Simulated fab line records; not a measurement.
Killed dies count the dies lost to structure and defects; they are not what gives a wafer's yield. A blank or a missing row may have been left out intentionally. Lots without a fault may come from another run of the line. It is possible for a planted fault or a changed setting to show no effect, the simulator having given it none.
fab line records    flow nand_harc
[record] lots = 13  wafers = 39  last_day = 33
route steps=1302 shown A_CHANNEL_FILL_D1@512 THIN_TSV@1271 END@1302
lots that met no fault: taken from a fault-free run of the same line
start_h: the number of hours between the record's first day and the start of the first shown wafer of the lot    wait_h: time in hours since the lot's previous step    " unchanged from the row above    L1.1+2: a single row standing in for several wafers    - no value, or no start given    * or withheld: withheld    < > ~ a bound
route shown NAME@n: a module of which the file shows steps, and the number in the route of the first    usual: mean and standard deviation over wafers with no fault    same: alike in all rows    chamber/n: place in a boat    sites: readings site by site    _std_site: how widely they spread, as a standard deviation    _edge_site: inner sites' mean taken away from outer sites' mean    radius_mm: how far each site lies from the wafer's centre    mask NAME#n: copy n    behind: the most recent tool/chamber to have shaped the wafer    hold: why the lot was held/for how many hours/how that ended    device: transistor that didn't switch, given as n, p or np    end of line: at the end of the route, the tests of the same wafers    a step given without rows: its recipe and nothing more    killed: count of dies lost to structure and defects at first sort (not the wafer's yield)    map: a wafer's dies, x killed, . not, _ none there
set.NAME: the setting the step ran with; set.NAME@STEP: the setting that earlier step ran with    model.NAME: the simulator's own value behind a step, which no gauge read
steps of the route over a sample of lots; a table a step, a row a wafer
services: a tool's chamber out of use, with start hour (start_h, from the record's first day; less than 0 if before it), hours out, and reason
[[steps]]
[step NHARC_A_CHANNEL_FILL_D1_CVD_09]
[recipe] target_thk_a = 1500  temp_c = 620  pressure_mtorr = 200  time_s = 3000  material = poly-Si
[usual] spike_tc_top_C = 638.7/0.97  zone_power_upper_pct = 8.73/0.25
lot.wafer  tool           chamber  start_h  wait_h  spike_tc_top_C  zone_power_upper_pct
L261.4     lpcvd_poly-01  0        228.41   2.4     638.9           8.79
L261.5     "              0        "        "       638.0           8.62
L261.6     "              0        "        "       639.5           8.91
L265.3     lpcvd_poly-01  0        275.60   2.4     638.3           8.86
L265.4     "              0        "        "       637.8           8.81
L265.5     "              0        "        "       637.9           8.68
L266.2     lpcvd_poly-01  0        275.60   2.3     638.8           8.87
L266.4     "              0        "        "       640.2           8.92
L266.5     "              0        "        "       640.1           8.93
L267.1     lpcvd_poly-03  0        285.66   2.3     637.8           8.43
L267.2     "              0        "        "       637.8           8.52
L267.3     "              0        "        "       637.8           8.58
L268.1     lpcvd_poly-03  0        308.99   2.3     638.1           8.50
L268.3     "              0        "        "       638.9           8.33
L268.5     "              0        "        "       636.7           8.36
L269.3     lpcvd_poly-03  0        308.99   2.2     637.2           8.61
L269.4     "              0        "        "       637.0           8.47
L269.5     "              0        "        "       637.6           8.52
L275.3     lpcvd_poly-02  0        380.65   2.3     638.8           9.13
L275.4     "              0        "        "       639.7           8.85
L275.5     "              0        "        "       637.6           8.86
L276.1     lpcvd_poly-02  0        380.65   2.3     640.7           9.00
L276.3     "              0        "        "       639.3           8.94
L276.5     "              0        "        "       637.9           9.03
L280.4     lpcvd_poly-03  0        428.45   2.3     639.1           8.26
L280.5     "              0        "        "       638.3           8.46
L280.6     "              0        "        "       639.0           8.53
L281.1     lpcvd_poly-03  0        428.45   2.2     640.2           8.49
L281.2     "              0        "        "       641.1           8.46
L281.3     "              0        "        "       638.7           8.32
L282.1     lpcvd_poly-01  0        443.74   2.4     638.6           8.93
L282.4     "              0        "        "       639.0           8.89
L282.6     "              0        "        "       639.2           8.94
L283.2     lpcvd_poly-02  0        454.97   3.9     637.9           9.08
L283.5     "              0        "        "       640.1           9.13
L283.6     "              0        "        "       637.9           8.93
L284.2     lpcvd_poly-03  0        461.35   2.3     638.4           8.55
L284.3     "              0        "        "       638.2           8.54
L284.5     "              0        "        "       640.1           8.45
[step NHARC_THIN_TSV_PRE_CLEAN_50]
[recipe] time_s = 30  temp_c = 280  gas = H2/He
[usual] heater_power_w = 404/46  susceptor_temp_C = 280.01/0.18
lot.wafer  tool            chamber  start_h  wait_h  heater_power_w  susceptor_temp_C
L261.4     pvd_sputter-02  -        -        -       451             280.23
L261.5     "               -        "        "       409             279.72
L261.6     "               -        "        "       449             280.06
L265.4     pvd_sputter-03  -        -        -       451             280.17
L265.3     "               -        "        "       446             280.01
L265.5     "               -        "        "       417             279.95
L266.4     pvd_sputter-03  -        -        -       441             280.23
L266.2     "               -        "        "       395             280.03
L266.5     "               -        "        "       440             279.92
L267.1     pvd_sputter-02  -        -        -       410             280.16
L267.2     "               -        "        "       459             279.92
L267.3     "               -        "        "       410             279.86
L268.3     pvd_sputter-02  -        -        -       412             280.19
L268.1     "               -        "        "       421             279.49
L268.5     "               -        "        "       404             279.88
L269.4     pvd_sputter-01  -        -        -       446             279.91
L269.3     "               -        "        "       326             279.98
L269.5     "               -        "        "       305             280.10
L276.1     pvd_sputter-01  -        -        -       426             279.88
L276.3     "               -        "        "       304             279.68
L276.5     "               -        "        "       327             279.92
L275.3     pvd_sputter-03  -        -        -       462             280.19
L275.4     "               -        "        "       398             280.11
L275.5     "               -        "        "       459             279.96
L280.4     pvd_sputter-02  -        -        -       452             280.09
L280.5     "               -        "        "       414             280.13
L280.6     "               -        "        "       441             280.12
L281.2     pvd_sputter-01  -        -        -       426             280.17
L281.1     "               -        "        "       444             279.96
L281.3     "               -        "        "       330             280.42
L282.4     pvd_sputter-01  -        -        -       300             279.88
L282.1     "               -        "        "       424             279.87
L282.6     "               -        "        "       448             279.90
L284.3     pvd_sputter-02  -        -        -       431             279.84
L284.2     "               -        "        "       421             279.64
L284.5     "               -        "        "       410             279.62
L283.2     pvd_sputter-02  -        -        -       452             279.93
L283.5     "               -        "        "       422             280.41
L283.6     "               -        "        "       403             280.02
[step NHARC_THIN_TSV_ANNEAL_52]
[recipe] temp_c = 225  time_s = 90
[usual] wafer_temp_C_max = 225.92/0.22
lot.wafer  tool           chamber  start_h  wait_h  wafer_temp_C_max
L261.4     rtp_anneal-02  0        558.81   0.6     225.86
L261.5     "              0        "        "       225.81
L261.6     "              0        "        "       225.96
L265.3     rtp_anneal-02  0        588.53   0.6     225.79
L265.4     "              0        "        "       225.56
L265.5     "              0        "        "       226.02
L266.2     rtp_anneal-01  0        593.09   0.7     226.25
L266.4     "              0        "        "       226.08
L266.5     "              0        "        "       225.85
L267.1     rtp_anneal-02  0        594.47   0.6     225.71
L267.2     "              0        "        "       225.95
L267.3     "              0        "        "       225.59
L268.1     rtp_anneal-01  0        623.67   0.5     225.87
L268.3     "              0        "        "       225.83
L268.5     "              0        "        "       225.56
L269.3     rtp_anneal-02  0        624.96   0.5     225.71
L269.4     "              0        "        "       225.54
L269.5     "              0        "        "       225.79
L276.1     rtp_anneal-02  0        708.25   0.6     225.78
L276.3     "              0        "        "       226.11
L276.5     "              0        "        "       225.56
L275.3     rtp_anneal-01  0        715.71   0.5     225.87
L275.4     "              0        "        "       225.99
L275.5     "              0        "        "       225.86
L280.4     rtp_anneal-01  0        751.89   1.6     226.05
L280.5     "              0        "        "       225.71
L280.6     "              0        "        "       226.30
L281.1     rtp_anneal-01  0        752.20   1.0     226.07
L281.2     "              0        "        "       226.00
L281.3     "              0        "        "       226.87
L282.1     rtp_anneal-01  0        759.61   0.6     226.18
L282.4     "              0        "        "       226.00
L282.6     "              0        "        "       226.22
L284.2     rtp_anneal-02  0        777.30   0.6     225.81
L284.3     "              0        "        "       225.82
L284.5     "              0        "        "       225.69
L283.2     rtp_anneal-01  0        778.55   0.7     226.13
L283.5     "              0        "        "       226.01
L283.6     "              0        "        "       226.07
[step NHARC_THIN_TSV_CMP_21]
[recipe] t_overpolish_s = 30  target_thk_nm = 2000
[usual] motor_current_A = 12.5/1.3  overpolish_run_s = 30.000/0.0093
lot.wafer  tool    chamber  start_h  wait_h  motor_current_A  overpolish_run_s
L261.4     cmp-02  1        559.05   -       12.8             30.022
L261.6     "       3        "        "       10.8             29.988
L261.5     "       0        "        "       11.8             30.010
L265.3     cmp-04  3        588.80   -       11.4             29.996
L265.4     "       1        "        "       11.1             29.987
L265.5     "       2        "        "       14.5             30.000
L266.4     cmp-03  1        593.38   -       11.3             30.011
L266.2     "       2        "        "       14.1             30.009
L266.5     "       1        "        "       11.7             30.012
L267.3     cmp-03  1        594.81   -       11.4             30.014
L267.2     "       3        "        "       13.0             30.001
L267.1     "       0        "        "       11.4             29.986
L268.3     cmp-04  1        624.08   -       11.4             30.009
L268.1     "       2        "        "       13.7             30.014
L268.5     "       3        "        "       11.2             29.997
L269.3     cmp-03  3        625.26   -       12.3             29.998
L269.4     "       0        "        "       11.2             30.002
L269.5     "       2        "        "       14.4             30.002
L276.3     cmp-04  2        708.60   -       14.0             30.001
L276.1     "       1        "        "       11.0             30.011
L276.5     "       3        "        "       11.8             30.000
L275.3     cmp-03  1        716.01   -       11.2             29.985
L275.4     "       2        "        "       14.5             29.994
L275.5     "       0        "        "       11.6             30.009
L280.4     cmp-04  0        752.23   -       13.9             30.004
L280.5     "       0        "        "       13.8             29.992
L280.6     "       1        "        "       11.0             30.001
L281.3     cmp-02  2        752.88   -       14.1             29.979
L281.2     "       3        "        "       10.4             30.007
L281.1     "       0        "        "       11.2             29.987
L282.1     cmp-03  3        759.95   -       12.6             29.990
L282.4     "       0        "        "       11.2             29.998
L282.6     "       3        "        "       12.7             30.002
L284.2     cmp-02  0        777.60   -       12.1             29.975
L284.3     "       3        "        "       10.3             30.014
L284.5     "       0        "        "       10.9             29.994
L283.2     cmp-04  2        778.93   -       13.3             30.007
L283.5     "       3        "        "       12.2             30.010
L283.6     "       0        "        "       13.6             29.986
[step NHARC_END_SORT_01]
[recipe] temp_c = 25
[usual] killed_at_array = 54/21  killed_at_other = 1.0/1.2  killed_at_periphery = 3.6/2.6  killed_dies = 58/20  killed_open = 3.3/1.9  killed_short = 2.6/1.5
[same] gross_dies = 677
lot.wafer  tool       chamber  start_h  wait_h  killed_at_array  killed_at_other  killed_at_periphery  killed_dies  killed_open  killed_short
L261.4     prober-01  0        574.76   3.4     45               3                3                    51           2            3
L261.5     prober-01  0        575.57   3.7     56               3                3                    62           3            4
L261.6     prober-01  0        576.37   4.0     41               4                4                    49           3            2
L265.3     prober-02  0        603.03   3.1     51               0                2                    53           1            3
L265.4     prober-02  0        603.84   3.4     41               2                5                    48           3            5
L265.5     prober-02  0        604.64   3.7     47               3                6                    56           5            6
L266.2     prober-01  0        603.34   2.8     87               0                2                    89           2            3
L266.4     prober-01  0        604.95   3.4     87               0                1                    88           1            3
L266.5     prober-01  0        605.75   3.7     93               0                4                    97           5            3
L267.1     prober-02  0        609.27   2.5     23               0                9                    32           4            4
L267.2     prober-02  0        610.07   2.8     32               1                10                   43           4            1
L267.3     prober-02  0        610.87   3.1     24               3                6                    33           5            2
L268.1     prober-01  0        634.73   2.5     57               1                2                    60           0            4
L268.3     prober-01  0        636.34   3.1     52               0                1                    53           1            0
L268.5     prober-01  0        637.95   3.7     83               0                1                    84           2            2
L269.3     prober-02  0        636.32   3.1     35               1                7                    43           5            2
L269.4     prober-02  0        637.11   3.4     51               0                3                    54           3            2
L269.5     prober-02  0        637.90   3.7     49               0                6                    55           2            5
L276.1     prober-02  0        722.01   2.5     134              3                2                    139          3            1
L276.3     prober-02  0        723.63   3.1     116              3                4                    123          1            2
L276.5     prober-02  0        725.25   3.7     128              4                0                    132          3            2
L275.3     prober-01  0        730.61   3.1     173              0                3                    176          5            1
L275.4     prober-01  0        731.40   3.4     147              1                0                    148          4            1
L275.5     prober-01  0        732.19   3.7     166              1                6                    173          4            4
L281.1     prober-02  0        765.00   2.5     38               1                3                    42           4            3
L281.2     prober-02  0        765.80   2.8     56               0                2                    58           2            3
L281.3     prober-02  0        766.60   3.1     61               1                1                    63           1            5
L280.4     prober-01  0        765.13   3.3     67               0                6                    73           7            4
L280.5     prober-01  0        765.92   3.6     70               1                4                    75           1            3
L280.6     prober-01  0        766.71   3.9     74               0                6                    80           6            2
L282.1     prober-01  0        770.84   2.5     57               0                2                    59           5            1
L282.4     prober-01  0        773.25   3.4     59               1                0                    60           3            1
L282.6     prober-01  0        774.86   4.0     54               4                2                    60           2            1
L283.2     prober-01  0        789.04   2.8     38               1                4                    43           4            7
L283.5     prober-01  0        791.39   3.6     26               1                5                    32           1            3
L283.6     prober-01  0        792.17   3.9     49               1                5                    55           7            3
L284.2     prober-02  0        789.06   2.8     75               3                3                    81           0            3
L284.3     prober-02  0        789.86   3.1     81               2                2                    85           3            5
L284.5     prober-02  0        791.48   3.7     50               0                5                    55           2            1
// killed by level:class
L261.4 A_CHANNEL_HOLE_D2:chamber_film_flake=35 A_CHANNEL_FILL_D2:geometric_particle:short=3 A_CONTACT:chamber_film_flake=3 THIN_TSV:chamber_film_flake=3 P_STI:chamber_film_flake=2 A_STAIRCASE:chamber_film_flake=2 A_CHANNEL_FILL_D1:geometric_particle:open=1 A_CHANNEL_FILL_D2:geometric_particle:open=1
L261.5 A_CHANNEL_HOLE_D2:chamber_film_flake=36 A_WL_FILL:chamber_film_flake=4 A_CHANNEL_HOLE_D1:chamber_film_flake=3 A_STAIRCASE:chamber_film_flake=3 THIN_TSV:chamber_film_flake=3 A_ONON_D2:geometric_particle:short=2 A_ZERO_WELL:chamber_film_flake=2 A_CONTACT:chamber_film_flake=2
L261.6 A_CHANNEL_HOLE_D2:chamber_film_flake=31 THIN_TSV:chamber_film_flake=4 A_CONTACT:chamber_film_flake=3 A_ONON_D2:geometric_particle:short=2 P_STI:chamber_film_flake=2 A_STAIRCASE:chamber_film_flake=2 P_CONTACT:geometric_particle:open=1 P_M0:geometric_particle:open=1
L265.3 A_SLIT:chamber_film_flake=25 A_CHANNEL_HOLE_D2:chamber_film_flake=10 A_M0:chamber_film_flake=4 A_STAIRCASE:chamber_film_flake=3 A_CONTACT:chamber_film_flake=3 A_CHANNEL_HOLE_D1:chamber_film_flake=2 P_CONTACT:geometric_particle:open=1 A_DECK1_JOINT:geometric_particle:short=1
L266.2 A_CHANNEL_HOLE_D2:chamber_film_flake=31 A_CHANNEL_HOLE_D1:chamber_film_flake=24 A_SLIT:chamber_film_flake=22 A_STAIRCASE:chamber_film_flake=4 P_GATE:chamber_film_flake=2 A_SOURCE_PLATE:geometric_particle:short=1 A_CHANNEL_FILL_D1:geometric_particle:short=1 A_DECK1_JOINT:geometric_particle:open=1
L265.4 A_SLIT:chamber_film_flake=12 A_STAIRCASE:chamber_film_flake=7 A_CONTACT:chamber_film_flake=7 A_CHANNEL_HOLE_D2:chamber_film_flake=5 A_M0:chamber_film_flake=3 A_ONON_D1:geometric_particle:short=2 P_GATE:chamber_film_flake=2 P_M0:geometric_particle:short=1
L265.5 A_SLIT:chamber_film_flake=16 A_CHANNEL_HOLE_D2:chamber_film_flake=7 A_CONTACT:chamber_film_flake=6 A_STAIRCASE:chamber_film_flake=4 THIN_TSV:chamber_film_flake=3 P_M0:geometric_particle:open=2 A_ONON_D1:geometric_particle:short=2 A_WL_FILL:geometric_particle:short=2
L266.4 A_SLIT:chamber_film_flake=26 A_CHANNEL_HOLE_D2:chamber_film_flake=24 A_CHANNEL_HOLE_D1:chamber_film_flake=24 A_STAIRCASE:chamber_film_flake=5 A_DECK1_JOINT:geometric_particle:short=2 A_DECK1_JOINT:chamber_film_flake=2 A_CONTACT:chamber_film_flake=2 A_ONON_D1:geometric_particle:open=1
L266.5 A_CHANNEL_HOLE_D1:chamber_film_flake=31 A_SLIT:chamber_film_flake=28 A_CHANNEL_HOLE_D2:chamber_film_flake=22 A_WL_FILL:geometric_particle:short=2 P_GATE:chamber_film_flake=2 A_DECK1_JOINT:chamber_film_flake=2 A_STAIRCASE:chamber_film_flake=2 P_M0:geometric_particle:open=1
L267.1 P_GATE:chamber_film_flake=5 A_CHANNEL_HOLE_D1:chamber_film_flake=4 A_CHANNEL_HOLE_D2:chamber_film_flake=4 A_STAIRCASE:chamber_film_flake=3 A_CONTACT:chamber_film_flake=3 P_M1:chamber_film_flake=2 A_WL_FILL:chamber_film_flake=2 P_CONTACT:geometric_particle:open=1
L267.2 A_CHANNEL_HOLE_D2:chamber_film_flake=17 P_GATE:chamber_film_flake=6 A_CONTACT:chamber_film_flake=5 P_M1:chamber_film_flake=3 A_DECK1_JOINT:chamber_film_flake=3 A_STAIRCASE:chamber_film_flake=2 P_M0:geometric_particle:open=1 A_CHANNEL_HOLE_D1:geometric_particle:open=1
L267.3 A_CHANNEL_HOLE_D2:chamber_film_flake=10 P_GATE:chamber_film_flake=5 A_CHANNEL_HOLE_D1:chamber_film_flake=4 THIN_TSV:chamber_film_flake=3 A_CHANNEL_HOLE_D1:geometric_particle:open=1 A_CHANNEL_FILL_D1:geometric_particle:open=1 A_DECK1_JOINT:geometric_particle:open=1 A_ONON_D2:geometric_particle:open=1
L268.1 A_CHANNEL_HOLE_D2:chamber_film_flake=23 A_CHANNEL_HOLE_D1:chamber_film_flake=19 A_CONTACT:chamber_film_flake=4 A_ONON_D1:geometric_particle:short=2 A_CHANNEL_FILL_D1:geometric_particle:short=2 A_SLIT:chamber_film_flake=2 A_DECK1_JOINT:chamber_film_flake=2 A_BONDPAD:chamber_film_flake=2
L269.3 A_SLIT:chamber_film_flake=13 A_CHANNEL_HOLE_D2:chamber_film_flake=8 P_GATE:chamber_film_flake=5 A_BONDPAD:chamber_film_flake=3 P_M0:geometric_particle:open=2 A_CHANNEL_FILL_D2:geometric_particle:open=2 A_CHANNEL_HOLE_D1:chamber_film_flake=2 A_CONTACT:chamber_film_flake=2
L268.3 A_CHANNEL_HOLE_D1:chamber_film_flake=24 A_CHANNEL_HOLE_D2:chamber_film_flake=21 A_SLIT:chamber_film_flake=2 A_BONDPAD:chamber_film_flake=2 A_M0:geometric_particle:open=1 P_BONDPAD:chamber_film_flake=1 A_STAIRCASE:chamber_film_flake=1 A_CONTACT:chamber_film_flake=1
L269.4 A_SLIT:chamber_film_flake=31 A_CHANNEL_HOLE_D2:chamber_film_flake=6 A_CONTACT:chamber_film_flake=4 P_GATE:chamber_film_flake=3 A_WL_FILL:geometric_particle:short=2 A_BONDPAD:chamber_film_flake=2 A_ONON_D2:geometric_particle:open=1 A_WL_FILL:geometric_particle:open=1
L269.5 A_SLIT:chamber_film_flake=17 A_CHANNEL_HOLE_D2:chamber_film_flake=17 P_GATE:chamber_film_flake=5 A_CHANNEL_HOLE_D1:chamber_film_flake=3 A_CONTACT:chamber_film_flake=3 A_ONON_D1:geometric_particle:short=2 A_BLC:geometric_particle:short=2 A_STAIRCASE:chamber_film_flake=2
L268.5 A_CHANNEL_HOLE_D2:chamber_film_flake=36 A_CHANNEL_HOLE_D1:chamber_film_flake=32 A_ZERO_WELL:chamber_film_flake=3 A_CONTACT:chamber_film_flake=3 A_CHANNEL_FILL_D2:geometric_particle:open=2 A_DECK1_JOINT:chamber_film_flake=2 A_SGD_CUT:chamber_film_flake=2 A_CHANNEL_FILL_D2:geometric_particle:short=1
L276.1 A_CHANNEL_FILL_D1:unspecified=81 A_CHANNEL_HOLE_D2:chamber_film_flake=22 A_SLIT:chamber_film_flake=18 A_WL_FILL:chamber_film_flake=4 A_BLC:chamber_film_flake=3 THIN_TSV:chamber_film_flake=3 P_M1:geometric_particle:open=1 A_CHANNEL_FILL_D1:geometric_particle:open=1
L276.3 A_CHANNEL_FILL_D1:unspecified=89 A_SLIT:chamber_film_flake=10 A_CHANNEL_HOLE_D2:chamber_film_flake=10 A_CHANNEL_HOLE_D1:chamber_film_flake=3 P_GATE:chamber_film_flake=2 THIN_TSV:chamber_film_flake=2 P_CONTACT:geometric_particle:short=1 P_CONTACT:geometric_particle:open=1
L276.5 A_CHANNEL_FILL_D1:unspecified=91 A_SLIT:chamber_film_flake=17 A_CONTACT:chamber_film_flake=9 A_CHANNEL_HOLE_D2:chamber_film_flake=5 THIN_TSV:chamber_film_flake=3 A_CHANNEL_HOLE_D1:geometric_particle:open=1 A_CHANNEL_FILL_D1:geometric_particle:short=1 A_DECK1_JOINT:geometric_particle:short=1
L275.3 A_CHANNEL_FILL_D1:unspecified=82 A_CHANNEL_HOLE_D1:chamber_film_flake=40 A_SLIT:chamber_film_flake=36 A_CONTACT:chamber_film_flake=5 A_ONON_D1:geometric_particle:open=3 P_BONDPAD:chamber_film_flake=2 A_CHANNEL_FILL_D1:chamber_film_flake=2 P_CONTACT:geometric_particle:short=1
L275.4 A_CHANNEL_FILL_D1:unspecified=83 A_CHANNEL_HOLE_D1:chamber_film_flake=31 A_SLIT:chamber_film_flake=16 A_CHANNEL_HOLE_D2:chamber_film_flake=4 A_CONTACT:chamber_film_flake=4 A_BLC:geometric_particle:open=2 A_CHANNEL_FILL_D1:chamber_film_flake=2 A_DECK1_JOINT:chamber_film_flake=2
L275.5 A_CHANNEL_FILL_D1:unspecified=93 A_SLIT:chamber_film_flake=27 A_CHANNEL_HOLE_D1:chamber_film_flake=24 A_CONTACT:chamber_film_flake=10 A_CHANNEL_HOLE_D2:chamber_film_flake=3 P_CONTACT:chamber_film_flake=2 P_BONDPAD:chamber_film_flake=2 P_GATE:geometric_particle:open=1
L281.1 A_SLIT:chamber_film_flake=16 A_CONTACT:chamber_film_flake=9 A_CHANNEL_HOLE_D1:chamber_film_flake=6 A_WL_FILL:chamber_film_flake=2 P_STI:geometric_particle:short=1 P_CONTACT:geometric_particle:open=1 P_M1:geometric_particle:open=1 A_ONON_D1:geometric_particle:short=1
L280.4 A_CHANNEL_HOLE_D1:chamber_film_flake=31 A_CHANNEL_HOLE_D2:chamber_film_flake=16 A_SLIT:chamber_film_flake=4 A_ZERO_WELL:chamber_film_flake=3 P_M0:geometric_particle:open=2 A_STAIRCASE:chamber_film_flake=2 A_M1:chamber_film_flake=2 P_M0:geometric_particle:short=1
L281.2 A_SLIT:chamber_film_flake=25 A_CONTACT:chamber_film_flake=11 A_CHANNEL_HOLE_D1:chamber_film_flake=10 A_STAIRCASE:chamber_film_flake=3 A_M1:chamber_film_flake=2 P_STI:geometric_particle:short=1 P_M2:geometric_particle:short=1 A_CHANNEL_FILL_D1:geometric_particle:open=1
L280.5 A_CHANNEL_HOLE_D1:chamber_film_flake=28 A_CHANNEL_HOLE_D2:chamber_film_flake=25 A_SLIT:chamber_film_flake=6 A_WL_FILL:chamber_film_flake=3 P_ZERO_WELL:chamber_film_flake=2 P_GATE:chamber_film_flake=2 A_CONTACT:chamber_film_flake=2 A_BLC:chamber_film_flake=2
L281.3 A_SLIT:chamber_film_flake=20 A_CHANNEL_HOLE_D1:chamber_film_flake=13 A_CONTACT:chamber_film_flake=12 A_DECK1_JOINT:chamber_film_flake=4 A_STAIRCASE:chamber_film_flake=3 A_WL_FILL:chamber_film_flake=3 P_M0:geometric_particle:open=1 A_CHANNEL_HOLE_D1:geometric_particle:short=1
L280.6 A_CHANNEL_HOLE_D1:chamber_film_flake=36 A_CHANNEL_HOLE_D2:chamber_film_flake=17 A_SLIT:chamber_film_flake=5 P_GATE:chamber_film_flake=3 A_M1:chamber_film_flake=3 P_ZERO_WELL:chamber_film_flake=2 A_STAIRCASE:chamber_film_flake=2 P_CONTACT:geometric_particle:open=1
L282.1 A_CHANNEL_HOLE_D2:chamber_film_flake=29 A_CHANNEL_HOLE_D1:chamber_film_flake=14 A_STAIRCASE:chamber_film_flake=4 A_SLIT:chamber_film_flake=3 A_CHANNEL_FILL_D2:geometric_particle:open=2 A_M0:geometric_particle:open=2 A_CHANNEL_FILL_D1:geometric_particle:short=1 A_CONTACT:geometric_particle:open=1
L282.4 A_CHANNEL_HOLE_D2:chamber_film_flake=31 A_CHANNEL_HOLE_D1:chamber_film_flake=13 A_SLIT:chamber_film_flake=9 A_CHANNEL_FILL_D1:geometric_particle:open=1 A_CHANNEL_FILL_D2:geometric_particle:open=1 A_STAIRCASE:geometric_particle:short=1 A_M1:geometric_particle:open=1 A_STAIRCASE:chamber_film_flake=1
L282.6 A_CHANNEL_HOLE_D1:chamber_film_flake=19 A_CHANNEL_HOLE_D2:chamber_film_flake=19 A_SLIT:chamber_film_flake=7 A_STAIRCASE:chamber_film_flake=5 THIN_TSV:chamber_film_flake=3 P_CONTACT:geometric_particle:open=1 A_CHANNEL_FILL_D1:geometric_particle:open=1 STARTING-WAFER:geometric_particle:short=1
L283.2 A_CHANNEL_HOLE_D1:chamber_film_flake=11 A_SLIT:chamber_film_flake=10 A_SGD_CUT:geometric_particle:short=2 P_GATE:chamber_film_flake=2 A_DECK1_JOINT:chamber_film_flake=2 A_CHANNEL_FILL_D2:chamber_film_flake=2 A_CONTACT:chamber_film_flake=2 P_GATE:geometric_particle:short=1
L284.2 A_CHANNEL_HOLE_D2:chamber_film_flake=35 A_CHANNEL_HOLE_D1:chamber_film_flake=12 A_SLIT:chamber_film_flake=12 A_CONTACT:chamber_film_flake=10 THIN_TSV:chamber_film_flake=3 P_M1:chamber_film_flake=2 A_STAIRCASE:chamber_film_flake=2 P_M0:geometric_particle:short=1
L284.3 A_CHANNEL_HOLE_D2:chamber_film_flake=35 A_SLIT:chamber_film_flake=20 A_CONTACT:chamber_film_flake=11 A_CHANNEL_HOLE_D1:chamber_film_flake=3 A_CHANNEL_HOLE_D1:geometric_particle:short=2 A_STAIRCASE:chamber_film_flake=2 P_CONTACT:geometric_particle:open=1 A_DECK1_JOINT:geometric_particle:open=1
L283.5 A_CHANNEL_HOLE_D1:chamber_film_flake=11 A_SLIT:chamber_film_flake=6 P_ZERO_WELL:chamber_film_flake=2 A_DECK1_JOINT:chamber_film_flake=2 A_CHANNEL_HOLE_D2:chamber_film_flake=2 P_GATE:geometric_particle:short=1 A_WL_FILL:geometric_particle:short=1 A_WL_FILL:geometric_particle:open=1
L284.5 A_SLIT:chamber_film_flake=13 A_CONTACT:chamber_film_flake=11 A_CHANNEL_HOLE_D2:chamber_film_flake=10 A_CHANNEL_HOLE_D1:chamber_film_flake=8 A_STAIRCASE:chamber_film_flake=4 P_M1:chamber_film_flake=2 P_M2:geometric_particle:short=1 A_CHANNEL_HOLE_D1:geometric_particle:open=1
L283.6 A_CHANNEL_HOLE_D1:chamber_film_flake=22 A_SLIT:chamber_film_flake=12 A_STAIRCASE:chamber_film_flake=3 A_CHANNEL_FILL_D1:geometric_particle:open=2 A_WL_FILL:geometric_particle:open=2 P_GATE:chamber_film_flake=2 A_CONTACT:chamber_film_flake=2 P_M0:geometric_particle:open=1
[[services]]
tool            chamber  start_h  hours  kind
pvd_sputter-02  -        207.09   5.4    repair
cmp-04          -        210.85   4.0    pm
cmp-03          -        260.07   4.0    pm
cmp-04          -        260.35   2.3    repair
pvd_sputter-02  -        265.04   3.3    repair
cmp-03          -        271.92   4.3    repair
pvd_sputter-02  -        282.00   10.0   pm
cmp-03          -        291.00   0.6    repair
cmp-04          -        308.85   4.0    pm
cmp-03          -        356.92   1.2    repair
cmp-03          -        364.67   3.4    repair
rtp_anneal-01   -        372.09   12.0   pm
cmp-03          -        380.94   0.5    repair
lpcvd_poly-03   -        386.00   26.0   pm
cmp-04          -        406.85   4.0    pm
cmp-03          -        408.55   2.6    repair
cmp-03          -        442.18   0.3    repair
cmp-03          -        456.10   4.0    pm
pvd_sputter-02  -        460.00   10.0   pm
cmp-04          -        503.87   0.8    repair
pvd_sputter-02  -        638.00   10.0   pm
pvd_sputter-02  -        708.94   1.9    repair
pvd_sputter-02  -        739.53   3.7    repair
rtp_anneal-02   -        744.00   12.0   pm
[[key]]
[first_sign] step = NHARC_END_SORT_01  reading = killed_dies  direction = up  sigmas = 4.4  usual = 58  struck = 148
[effect] step = NHARC_END_SORT_01  reading = killed_at_array  direction = up  sigmas = 4.4  usual = 54  struck = 144
[more_kills_born_at] NHARC_A_CHANNEL_FILL_D1_CVD_09@lpcvd_poly-02 = 519
met_at NHARC_A_CHANNEL_FILL_D1_CVD_09
struck_lots L275,L276
tester_left_out L275,L276
not_acting_at NHARC_THIN_TSV_PRE_CLEAN_50,NHARC_THIN_TSV_ANNEAL_52,NHARC_THIN_TSV_CMP_21
[fault] kind = chamber_particle_source  tool = lpcvd_poly-02  chamber = -  onset_h = 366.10  steps = NHARC_A_CHANNEL_FILL_D1_CVD_09  rate_per_visit_cm2 = 0.92056  end_h = 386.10
// tester_left_out: of these lots the tester's yield and bins aren't shown, on N5 and GAA mostly nor the transistor test; their killed dies are dies lost to structure and defects alone, not to doping, threshold or leakage, so they don't give the yield
